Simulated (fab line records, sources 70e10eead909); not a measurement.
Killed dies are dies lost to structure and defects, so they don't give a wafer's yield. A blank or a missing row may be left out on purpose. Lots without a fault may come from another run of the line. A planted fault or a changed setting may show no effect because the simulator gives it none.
fab line records | flow nand_harc
record lots=12 wafers=34 last_day=34
route steps=1302 shown A_CHANNEL_HOLE_D2@591 A_CHANNEL_FILL_D2@614 END@1302
lots that met no fault: from a run of the same line without faults
start_h: hours from the record's first day to the start of the lot's first wafer shown | wait_h: hours since the lot's step before | " the same as in the row above | L1.1+2: a row that stands for several wafers | - no value, or no start given | * or withheld: withheld | < > ~ a bound
route shown NAME@n: a module of which the file shows steps, and the number in the route of the first | usual: mean/standard deviation of fault-free wafers | same: alike in all rows | chamber/n: place in a boat | sites: the reading at each site | _std_site: their standard deviation | _edge_site: outer sites' mean less inner sites' | radius_mm: how far each site lies from the wafer's centre | mask NAME#n: copy n | behind: the tool/chamber that last shaped the wafer | hold: why the lot was held/for how many hours/how that ended | device: the transistor (n, p or np) that didn't switch | end of line: the same wafers' tests at the end of the route | a step without rows: its recipe alone | killed: dies lost to structure and defects at the first sort, not the wafer's yield | map: a wafer's dies, x killed, . not, _ none there
set.NAME: the setting as run; set.NAME@STEP: as run at that earlier step | model.NAME: the simulator's own value behind a step, which no gauge read
steps of the route over a sample of lots; a table a step, a row a wafer
services: from which hour (start_h, from the record's first day; less than 0 if before it) a tool's chamber was out of use, for how many hours, and why
## steps
# step NHARC_A_CHANNEL_HOLE_D2_ETCH_19
# recipe bias_v=1200 source_w=2500 pressure_mtorr=15 time_s=34.5 ar_flow_sccm=375 c4f8_flow_sccm=28.8 o2_flow_sccm=96.2 temp_c=-20 target_depth_a=* chemistry=C4F8/O2/Ar
# usual c4f8_flow_sccm=28.79/0.078 drypump_motor_current_A=5.59/0.29 o2_flow_sccm=96.25/0.29 showerhead_plenum_p_Torr=3.62/0.2 temp_c=-20.00/0.1 throttle_valve_pct=37.037/0.0097
# columns lot.wafer tool chamber start_h wait_h c4f8_flow_sccm drypump_motor_current_A o2_flow_sccm rf_hours_counter_h showerhead_plenum_p_Torr temp_c throttle_valve_pct
L634.2 har_etch-01 1 293.03 1.6 28.76 5.50 96.09 153 3.51 -20.11 37.042
L634.4 " 0 " " 28.71 5.27 95.94 - 3.55 -19.98 37.034
L634.5 " 1 " " 28.82 5.52 96.52 - 3.51 -20.13 37.058
L636.1 har_etch-02 0 321.28 0.1 28.83 6.10 96.86 359 3.56 -19.94 37.028
L636.2 " 0 " " 28.79 6.08 96.23 - 3.56 -20.09 37.033
L636.4 " 0 " " 28.95 6.09 96.19 - 3.56 -19.98 37.036
L638.2 har_etch-02 0 338.55 0.1 28.83 6.07 96.25 371 3.56 -20.04 37.029
L638.3 " 0 " " 28.82 6.07 95.78 - 3.56 -20.02 37.018
L638.6 " 1 " " 28.58 5.58 96.27 - 3.48 -20.11 37.022
L640.3 har_etch-02 1 361.63 3.8 28.83 5.57 96.45 - 3.47 -20.20 37.043
L640.4 " 0 " " 28.92 6.11 96.01 - 3.55 -20.00 37.041
L640.6 " 1 " " 28.99 5.58 96.44 - 3.47 -20.08 37.042
L639.2 har_etch-01 0 362.35 4.1 28.80 5.29 95.43 191 3.53 -19.90 37.030
L639.4 " 1 " " 28.90 5.50 96.30 - 3.49 -20.03 37.034
L639.6 " 0 " " 28.71 5.29 95.97 - 3.53 -20.00 37.043
L641.1 har_etch-01 1 369.25 0.1 28.87 5.51 96.12 195 3.49 -19.87 37.049
L641.6 " 0 " " 28.79 5.29 96.25 - 3.53 -19.98 37.058
L641.5 " 1 " " 28.75 5.54 96.06 - 3.49 -19.95 37.053
L644.4 har_etch-02 0 398.39 0.6 28.75 6.06 96.73 - 3.98 -19.75 37.041
L644.6 " 1 " " 28.82 5.59 96.01 - 3.98 -19.90 37.044
L644.5 " 0 " " 28.73 6.08 96.68 - 3.98 -19.82 37.050
L650.1 har_etch-01 1 454.78 0.1 28.78 5.50 96.01 249 3.46 -20.14 37.034
L650.5 " 0 " " 28.73 5.29 96.19 - 3.50 -20.14 37.035
L652.1 har_etch-02 1 473.26 0.1 28.75 5.58 96.12 46 3.96 -20.01 37.037
L652.3 " 1 " " 28.79 5.57 96.32 - 3.96 -20.08 37.054
L655.2 har_etch-02 0 517.97 1.6 28.64 6.10 96.26 69 3.94 -20.01 37.027
L655.1 " 1 " " 28.74 5.59 96.11 69 3.95 -20.07 37.026
L655.5 " 1 " " 28.73 5.59 96.25 - 3.94 -20.07 37.052
L656.1 har_etch-01 0 521.22 0.1 28.85 5.31 96.24 287 3.48 -20.05 37.044
L656.3 " 1 " " 28.69 5.50 96.59 - 3.44 -20.02 37.034
L656.4 " 0 " " 28.68 5.32 95.83 - 3.48 -20.01 37.037
L657.2 har_etch-01 0 538.54 1.4 28.71 5.27 96.23 298 3.48 -19.97 37.018
L657.6 " 1 " " 28.86 5.49 96.46 - 3.43 -20.03 37.032
L657.5 " 0 " " 28.80 5.28 96.19 - 3.48 -20.20 37.031
# step NHARC_A_CHANNEL_HOLE_D2_ETCH_24
# recipe bias_v=5000 source_w=withheld pressure_mtorr=20 time_s=906.2 ar_flow_sccm=375 c4f8_flow_sccm=93.8 o2_flow_sccm=31.2 temp_c=-20 target_depth_a=15000 chemistry=C4F8/O2/Ar
# usual c4f8_flow_sccm=93.77/0.26 drypump_motor_current_A=5.59/0.29 o2_flow_sccm=31.18/0.09 showerhead_plenum_p_Torr=3.57/0.2 temp_c=-20.01/0.09 throttle_valve_pct=32.237/0.0081
# columns lot.wafer tool chamber start_h wait_h c4f8_flow_sccm drypump_motor_current_A o2_flow_sccm rf_hours_counter_h showerhead_plenum_p_Torr temp_c throttle_valve_pct
L634.2 har_etch-01 1 295.15 0.6 94.02 5.51 31.21 155 3.47 -20.20 32.235
L634.4 " 0 " " 93.72 5.27 31.15 - 3.51 -19.92 32.240
L634.5 " 1 " " 94.23 5.52 31.19 - 3.47 -20.08 32.237
L636.1 har_etch-02 0 325.54 1.2 94.01 6.10 31.21 363 3.52 -20.02 32.253
L636.2 " 0 " " 93.74 6.09 31.17 - 3.52 -19.87 32.237
L636.4 " 0 " " 93.84 6.11 31.21 - 3.52 -20.07 32.234
L638.2 har_etch-02 0 340.68 0.6 93.66 6.10 31.25 373 3.52 -20.15 32.232
L638.3 " 0 " " 93.72 6.11 31.18 - 3.52 -20.12 32.258
L638.6 " 1 " " 93.40 5.57 31.22 - 3.44 -20.03 32.244
L640.3 har_etch-02 1 363.97 0.6 94.32 5.58 31.32 - 3.44 -20.18 32.244
L640.4 " 0 " " 94.27 6.08 31.16 - 3.51 -19.98 32.239
L640.6 " 1 " " 94.04 5.58 31.14 - 3.44 -20.19 32.242
L639.2 har_etch-01 0 364.59 0.6 93.79 5.26 31.31 193 3.49 -19.92 32.232
L639.4 " 1 " " 94.12 5.51 31.09 - 3.45 -19.98 32.240
L639.6 " 0 " " 93.38 5.27 31.20 - 3.49 -20.07 32.237
L641.1 har_etch-01 1 371.49 0.6 93.63 5.51 31.06 197 3.45 -20.12 32.226
L641.6 " 0 " " 93.59 5.29 31.14 - 3.49 -20.03 32.247
L641.5 " 1 " " 93.70 5.50 31.22 - 3.45 -20.05 32.235
L644.4 har_etch-02 0 400.85 0.6 93.73 6.10 31.13 - 3.92 -20.03 32.231
L644.6 " 1 " " 93.47 5.59 31.02 - 3.92 -20.04 32.228
L644.5 " 0 " " 94.32 6.11 31.19 - 3.92 -19.96 32.234
L650.1 har_etch-01 1 456.91 0.6 93.41 5.52 31.35 251 3.42 -19.90 32.239
L650.5 " 0 " " 93.49 5.30 31.11 - 3.46 -19.96 32.237
L652.1 har_etch-02 1 475.39 0.6 93.81 5.59 31.13 48 3.90 -19.97 32.235
L652.3 " 1 " " 93.83 5.58 31.11 - 3.90 -20.10 32.257
L655.2 har_etch-02 0 520.09 0.6 93.50 6.07 31.18 71 3.89 -20.08 32.239
L655.1 " 1 " " 93.64 5.58 31.21 71 3.89 -19.86 32.242
L655.5 " 1 " " 93.54 5.59 31.22 - 3.89 -19.86 32.240
L656.1 har_etch-01 0 523.47 0.6 93.68 5.26 31.14 289 3.44 -19.95 32.234
L656.3 " 1 " " 93.28 5.51 31.11 - 3.40 -19.95 32.240
L656.4 " 0 " " 93.68 5.28 31.16 - 3.44 -19.89 32.224
L657.2 har_etch-01 0 540.79 0.6 93.43 5.27 31.17 300 3.44 -19.96 32.231
L657.6 " 1 " " 93.43 5.54 31.36 - 3.40 -20.00 32.228
L657.5 " 0 " " 94.08 5.26 31.15 - 3.44 -19.85 32.225
# step NHARC_A_CHANNEL_FILL_D2_ALD_14
# recipe target_thk_a=25 pulse_time_s=10 ald_cycles=25 temp_c=300 material=SiO2
# usual ald_cycles=25/0 heater_power_w=423/42 precursor_pulse_height_rel=0.999/0.022
# columns lot.wafer tool chamber start_h wait_h ald_cycles heater_power_w precursor_pulse_height_rel
L634.2 ald_hk-02 0 306.01 0.1 25 403 0.969
L634.4 " 1 " " 25 522 0.979
L634.5 " 3 " " 25 510 0.985
L636.1 ald_hk-01 3 337.39 0.3 25 430 1.008
L636.2 " 1 " " 25 401 1.007
L636.4 " 2 " " 25 436 1.011
L638.3 ald_hk-01 2 351.58 0.1 25 447 0.990
L638.2 " 3 " " 25 431 1.021
L638.6 " 2 " " 25 452 0.997
L640.3 ald_hk-03 3 374.53 0.0 25 388 0.996
L640.4 " 2 " " 25 435 0.985
L640.6 " 3 " " 25 388 1.005
L639.4 ald_hk-02 3 374.66 0.2 25 462 1.000
L639.2 " 0 " " 25 406 0.979
L639.6 " 3 " " 25 463 0.994
L641.1 ald_hk-02 1 382.31 0.2 25 511 1.056
L641.5 " 2 " " 25 373 1.029
L641.6 " 3 " " 25 467 1.027
L644.4 ald_hk-03 0 414.09 0.3 25 432 0.978
L644.5 " 1 " " 25 355 0.991
L644.6 " 2 " " 25 406 1.008
L650.1 ald_hk-03 0 467.73 0.1 28 436 0.968
L650.5 " 2 " " 28 418 0.963
L652.3 ald_hk-03 2 485.38 0.1 25 416 1.008
L652.1 " 3 " " 28 380 1.019
L656.4 ald_hk-01 2 535.36 0.0 25 437 1.015
L656.3 " 0 " " 25 404 0.995
L656.1 " 1 " " 25 414 0.991
L655.1 ald_hk-01 0 535.81 0.5 25 404 1.040
L655.2 " 3 " " 25 446 0.990
L655.5 " 0 " " 25 399 0.994
L657.2 ald_hk-02 1 551.54 0.0 25 519 1.023
L657.5 " 1 " " 25 523 1.020
L657.6 " 2 " " 25 394 0.985
# step NHARC_A_CHANNEL_FILL_D2_ALD_15
# recipe target_thk_a=20 pulse_time_s=60 ald_cycles=19 temp_c=630 pressure_torr=2 material=SiNx
# usual ald_cycles=19/0 precursor_pulse_height_rel=0.998/0.02
# columns lot.wafer tool chamber start_h wait_h ald_cycles precursor_pulse_height_rel
L634.2 ald_sin_batch-03 0 - - 19 0.993
L634.4 " 0 " " 19 1.005
L634.5 " 0 " " 19 0.998
L636.1 ald_sin_batch-03 0 - - 19 1.027
L636.2 " 0 " " 19 1.009
L636.4 " 0 " " 19 0.981
L638.2 ald_sin_batch-03 0 - - 19 1.007
L638.3 " 0 " " 19 1.038
L638.6 " 0 " " 19 0.998
L639.2 ald_sin_batch-02 0 - - 19 1.000
L639.4 " 0 " " 19 1.004
L639.6 " 0 " " 19 0.997
L640.3 ald_sin_batch-02 0 - - 19 1.014
L640.4 " 0 " " 19 1.003
L640.6 " 0 " " 19 1.025
L641.1 ald_sin_batch-02 0 - - 19 0.996
L641.5 " 0 " " 19 1.007
L641.6 " 0 " " 19 0.991
L644.4 ald_sin_batch-02 0 417.20 3.0 19 0.992
L644.5 " 0 " " 19 0.957
L644.6 " 0 " " 19 0.984
L650.1 ald_sin_batch-01 0 - - 19 1.026
L650.5 " 0 " " 19 1.026
L652.1 ald_sin_batch-01 0 - - 19 1.008
L652.3 " 0 " " 19 0.989
L655.1 ald_sin_batch-01 0 - - 19 0.968
L655.2 " 0 " " 19 0.988
L655.5 " 0 " " 19 1.021
L656.1 ald_sin_batch-01 0 - - 19 0.986
L656.3 " 0 " " 19 1.022
L656.4 " 0 " " 19 1.009
L657.2 ald_sin_batch-01 0 - - 19 0.973
L657.5 " 0 " " 19 1.014
L657.6 " 0 " " 19 0.959
# step NHARC_END_SORT_01
# recipe temp_c=25
# usual killed_at_array=52/17 killed_at_other=0.9/1.2 killed_at_periphery=3.9/2.7 killed_dies=57/16 killed_open=3.3/1.9 killed_short=2.5/1.5
# same gross_dies=677
# columns lot.wafer tool chamber start_h wait_h killed_at_array killed_at_other killed_at_periphery killed_dies killed_open killed_short
L644.4 prober-02 0 672.18 3.4 42 1 7 50 3 2
L644.5 prober-02 0 672.97 3.7 43 0 7 50 2 1
L644.6 prober-02 0 673.76 4.0 34 0 4 38 4 2
# killed by level:class
L644.4 A_SLIT:chamber_film_flake=25 A_CHANNEL_HOLE_D1:chamber_film_flake=4 A_M1:chamber_film_flake=4 P_GATE:chamber_film_flake=3 P_STI:chamber_film_flake=2 A_STAIRCASE:chamber_film_flake=2 P_GATE:geometric_particle:open=1 P_M0:geometric_particle:short=1
L644.5 A_SLIT:chamber_film_flake=32 A_CONTACT:chamber_film_flake=4 P_STI:chamber_film_flake=3 A_CHANNEL_HOLE_D1:chamber_film_flake=3 P_ZERO_WELL:chamber_film_flake=2 P_GATE:chamber_film_flake=2 A_ONON_D1:geometric_particle:short=1 A_ONON_D1:geometric_particle:open=1
L644.6 A_SLIT:chamber_film_flake=12 A_CONTACT:chamber_film_flake=7 A_CHANNEL_HOLE_D1:chamber_film_flake=5 A_CHANNEL_FILL_D1:chamber_film_flake=3 P_GATE:geometric_particle:open=1 A_ONON_D1:geometric_particle:short=1 A_DECK1_JOINT:geometric_particle:open=1 A_ONON_D2:geometric_particle:open=1
## services
# columns tool chamber start_h hours kind
ald_hk-01 1 297.29 10.0 vent_cycle
ald_hk-01 2 297.29 10.0 vent_cycle
ald_hk-01 3 297.29 10.0 vent_cycle
har_etch-02 1 312.38 - consumable_replace:focus_ring
har_etch-02 1 312.38 17.0 scheduled_down
har_etch-02 1 312.38 17.0 vent_cycle
ald_hk-01 - 331.98 1.9 repair
har_etch-02 - 377.19 17.0 pm
har_etch-02 0 377.19 17.0 vent_cycle
har_etch-02 1 377.19 17.0 vent_cycle
ald_hk-03 - 390.07 10.0 pm
har_etch-02 0 394.19 - clean
har_etch-02 0 394.19 - consumable_replace:focus_ring
har_etch-02 0 394.19 - consumable_replace:showerhead
har_etch-02 1 394.19 - clean
har_etch-02 1 394.19 - consumable_replace:showerhead
ald_hk-01 - 475.29 10.0 pm
ald_sin_batch-03 - 498.33 40.1 repair
ald_sin_batch-01 - 506.00 26.0 pm
ald_sin_batch-02 - 507.15 21.0 repair
ald_hk-02 - 527.58 10.0 pm
har_etch-02 - 529.88 2.6 repair
ald_hk-03 - 540.34 2.7 repair
ald_sin_batch-02 - 547.07 2.9 repair
## key
first_sign step=NHARC_A_CHANNEL_FILL_D2_ALD_14 reading=ald_cycles direction=up sigmas=99+ usual=25 struck=28
effect none on later readings
met_at NHARC_A_CHANNEL_FILL_D2_ALD_14
struck_lots L650,L652
struck_wafers L650.1,L650.5,L652.1
tester_left_out L650,L652
not_acting_at NHARC_A_CHANNEL_HOLE_D2_ETCH_19,NHARC_A_CHANNEL_HOLE_D2_ETCH_24,NHARC_A_CHANNEL_FILL_D2_ALD_15
onset_between 414.09 467.73
fault kind=process_parameter_drift tool=ald_hk-03 chamber=- onset_h=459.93 steps=NHARC_A_CHANNEL_FILL_D2_ALD_14 channel=ald_cycles offset=3 shape=step end_h=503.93 scope=struck_wafers_only acts_in=these_recipes_only stated=25
# tester_left_out: of these lots the tester's yield and bins aren't shown, on N5 and GAA mostly nor the transistor test; their killed dies are dies lost to structure and defects alone, not to doping, threshold or leakage, so they don't give the yield
